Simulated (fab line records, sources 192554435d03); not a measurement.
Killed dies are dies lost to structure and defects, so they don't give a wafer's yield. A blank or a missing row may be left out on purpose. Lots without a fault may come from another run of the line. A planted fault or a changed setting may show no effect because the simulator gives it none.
Chamber matching | flow n5_finfet | N5_MOL_CONTACT_COAG_STRIP_72 on rie_diel-01: 4 sister chambers
The step strips in N2/H2. 4 wafers are shown with their chamber, then 12 later ones without.

WAFERS WITH THEIR CHAMBER
wafer  | chamber | showerhead_plenum_p_Torr (Torr)
L086.1 | 3       | 2.46
L088.6 | 0       | 2.61
L089.2 | 2       | 2.43
L089.6 | 1       | 2.48

WAFERS WITHOUT THEIR CHAMBER
wafer  | showerhead_plenum_p_Torr (Torr)
L090.3 | 2.61
L090.4 | 2.46
L090.5 | 2.61
L092.1 | 2.61
L092.2 | 2.43
L092.6 | 2.48
L094.1 | 2.48
L094.2 | 2.43
L094.5 | 2.43
L096.2 | 2.42
L096.4 | 2.60
L096.5 | 2.47

WHICH CHAMBER EACH WENT THROUGH
wafer  | from the rows above     | in truth
L090.3 | 0                       | 0
L090.4 | 3                       | 3
L090.5 | 0                       | 0
L092.1 | 0                       | 0
L092.2 | 2                       | 2
L092.6 | 1                       | 1
L094.1 | 1                       | 1
L094.2 | 2                       | 2
L094.5 | 2                       | 2
L096.2 | 2                       | 2
L096.4 | 0                       | 0
L096.5 | can't be placed: 1 or 3 | 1
Placed correctly: 11 of 12. Can't be placed from these rows: 1 (the true chamber is among the candidates in 1). Placed wrongly: 0.
How it was worked out, from the rows above alone: a wafer's distance from a chamber is the root of the sum, over the readings, of the square of ((its reading less the chamber's mean) divided by the reading's scatter). The wafer belongs to the nearest chamber; if the next one is less than 2 further off, it can't be placed. A chamber's mean is the mean of its shown wafers. The scatter: with one shown wafer a chamber, the root of the mean of the squares of how far each hidden wafer lies from its nearest shown one.
